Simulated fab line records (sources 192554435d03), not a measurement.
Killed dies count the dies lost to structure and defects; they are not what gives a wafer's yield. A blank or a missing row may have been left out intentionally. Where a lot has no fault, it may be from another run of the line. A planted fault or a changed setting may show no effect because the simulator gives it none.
Lot-split experiment || flow n5Finfet || 21 wafers read across 7 lots, on a route 1938 steps long

## THE SPLIT ITSELF
At N5_BEOL_M2_ETCH_64 (etches SOC in N2/H2, target depth 75 nm, overetch 22.5 nm, time 121.9 s), the setting sourceW was moved away from the recipe's 840 W on 6 of the 21 wafers read, by +5.2% to +17.9%. This setting was run at the recipe's value on the other wafers.

The reading comes from the split's own step.

## THE READING
rfVppV, in V, at N5_BEOL_M2_ETCH_64 (etches SOC in N2/H2, target depth 75 nm, overetch 22.5 nm, time 121.9 s). Typical for fault-free wafers on this fab line: 523.6 V, with standard deviation 1.9 V.

{"wafer": "L077.1", "tool, chamber at the split": "rieDiel-04, 2", "sourceW as run, W": 938.9, "against the recipe": "+11.8%", "rfVppV, V": 502.3, "against lot-mates on the recipe": -22.3}
{"wafer": "L077.2", "tool, chamber at the split": "rieDiel-04, 0", "sourceW as run, W": 840, "against the recipe": "recipe", "rfVppV, V": 525.5, "against lot-mates on the recipe": "-"}
{"wafer": "L077.4", "tool, chamber at the split": "rieDiel-04, 2", "sourceW as run, W": 840, "against the recipe": "recipe", "rfVppV, V": 523.8, "against lot-mates on the recipe": "-"}
{"wafer": "L079.2", "tool, chamber at the split": "rieDiel-03, 1", "sourceW as run, W": 840, "against the recipe": "recipe", "rfVppV, V": 524.2, "against lot-mates on the recipe": "-"}
{"wafer": "L079.3", "tool, chamber at the split": "rieDiel-03, 3", "sourceW as run, W": 840, "against the recipe": "recipe", "rfVppV, V": 526.8, "against lot-mates on the recipe": "-"}
{"wafer": "L079.4", "tool, chamber at the split": "rieDiel-03, 0", "sourceW as run, W": 840, "against the recipe": "recipe", "rfVppV, V": 522.5, "against lot-mates on the recipe": "-"}
{"wafer": "L078.2", "tool, chamber at the split": "rieDiel-05, 3", "sourceW as run, W": 840, "against the recipe": "recipe", "rfVppV, V": 523.7, "against lot-mates on the recipe": "-"}
{"wafer": "L078.3", "tool, chamber at the split": "rieDiel-05, 2", "sourceW as run, W": 840, "against the recipe": "recipe", "rfVppV, V": 525.1, "against lot-mates on the recipe": "-"}
{"wafer": "L078.6", "tool, chamber at the split": "rieDiel-05, 0", "sourceW as run, W": 883.9, "against the recipe": "+5.2%", "rfVppV, V": 511.6, "against lot-mates on the recipe": -12.8}
{"wafer": "L087.1", "tool, chamber at the split": "rieDiel-05, 2", "sourceW as run, W": 840, "against the recipe": "recipe", "rfVppV, V": 524.8, "against lot-mates on the recipe": "-"}
{"wafer": "L087.2", "tool, chamber at the split": "rieDiel-05, 0", "sourceW as run, W": 840, "against the recipe": "recipe", "rfVppV, V": 520.6, "against lot-mates on the recipe": "-"}
{"wafer": "L087.6", "tool, chamber at the split": "rieDiel-05, 0", "sourceW as run, W": 840, "against the recipe": "recipe", "rfVppV, V": 519.5, "against lot-mates on the recipe": "-"}
{"wafer": "L090.1", "tool, chamber at the split": "rieDiel-04, 0", "sourceW as run, W": 982.2, "against the recipe": "+16.9%", "rfVppV, V": 497.1, "against lot-mates on the recipe": -24.7}
{"wafer": "L090.5", "tool, chamber at the split": "rieDiel-04, 2", "sourceW as run, W": 982.2, "against the recipe": "+16.9%", "rfVppV, V": 495.1, "against lot-mates on the recipe": -26.7}
{"wafer": "L090.6", "tool, chamber at the split": "rieDiel-04, 1", "sourceW as run, W": 840, "against the recipe": "recipe", "rfVppV, V": 521.8, "against lot-mates on the recipe": "-"}
{"wafer": "L092.1", "tool, chamber at the split": "rieDiel-03, 0", "sourceW as run, W": 840, "against the recipe": "recipe", "rfVppV, V": 522.5, "against lot-mates on the recipe": "-"}
{"wafer": "L092.5", "tool, chamber at the split": "rieDiel-03, 1", "sourceW as run, W": 840, "against the recipe": "recipe", "rfVppV, V": 523.8, "against lot-mates on the recipe": "-"}
{"wafer": "L092.6", "tool, chamber at the split": "rieDiel-03, 0", "sourceW as run, W": 840, "against the recipe": "recipe", "rfVppV, V": 522.6, "against lot-mates on the recipe": "-"}
{"wafer": "L095.3", "tool, chamber at the split": "rieDiel-05, 0", "sourceW as run, W": 990.2, "against the recipe": "+17.9%", "rfVppV, V": 491.2, "against lot-mates on the recipe": -32.9}
{"wafer": "L095.4", "tool, chamber at the split": "rieDiel-05, 2", "sourceW as run, W": 990.2, "against the recipe": "+17.9%", "rfVppV, V": 495.9, "against lot-mates on the recipe": -28.2}
{"wafer": "L095.5", "tool, chamber at the split": "rieDiel-05, 3", "sourceW as run, W": 840, "against the recipe": "recipe", "rfVppV, V": 524.1, "against lot-mates on the recipe": "-"}

THE FIT
A straight line over all 21 wafers: rfVppV changes by -1.66 V for each +1% of sourceW; r = -0.99; the points scatter about the line by 2 V.
The same after taking each lot's own level away (the mean of its wafers on the recipe; 21 wafers): -1.65 V for each +1%; r = -0.99; scatter 2 V.
That fit puts the effect of the largest move of sourceW on the reading at 29 V.
Across the lots, their own levels run from 521.63 to 524.65 V, a range of 1.6 times the standard deviation given above.
Hence the lot-to-lot level has little effect on the slope; both slopes agree.
Check: for one of the wafers moved furthest among these (+17.9%), held out of the fit, the line's prediction against its lot-mates is -28.7 V. It came out at -32.9 V against them.
Tool readings at the split's step, against how far the setting was moved: rfVppV r = -0.99.

## FURTHER SPLITS ON THESE WAFERS
Note: prior to the reading, these wafers also went through further splits. Each is held against what the fit with the lots' levels taken away leaves over:
{"other split on the same wafers": "N5_MOL_CONTACT_COAG_COAT_103 spinRpm", "wafers away from the commonest value": 6, "r with rfVppV (lot level and that fit taken away)": -0.22}
{"other split on the same wafers": "N5_MOL_CONTACT_COAG_ALD_27 timeS", "wafers away from the commonest value": 11, "r with rfVppV (lot level and that fit taken away)": -0.27}
{"other split on the same wafers": "N5_MOL_CONTACT_COAG_CVD_140 targetThkA", "wafers away from the commonest value": 13, "r with rfVppV (lot level and that fit taken away)": "+0.54"}
{"other split on the same wafers": "N5_BEOL_M0_ETCH_138 sourceW", "wafers away from the commonest value": 6, "r with rfVppV (lot level and that fit taken away)": -0.49}
{"other split on the same wafers": "N5_BEOL_M0_ETCH_109 biasW", "wafers away from the commonest value": 7, "r with rfVppV (lot level and that fit taken away)": -0.16}
{"other split on the same wafers": "N5_BEOL_M1_VIA_ETCH_34 biasW", "wafers away from the commonest value": 8, "r with rfVppV (lot level and that fit taken away)": "+0.07"}
{"other split on the same wafers": "N5_BEOL_M1_TRENCH_ETCH_37 biasW", "wafers away from the commonest value": 11, "r with rfVppV (lot level and that fit taken away)": "+0.51"}
{"other split on the same wafers": "N5_BEOL_M2_COAT_05 spinRpm", "wafers away from the commonest value": 9, "r with rfVppV (lot level and that fit taken away)": "+0.33"}

## FILE'S OWN FIT
rfVppV changes by -1.7 V for each +1% of sourceW, r = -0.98.
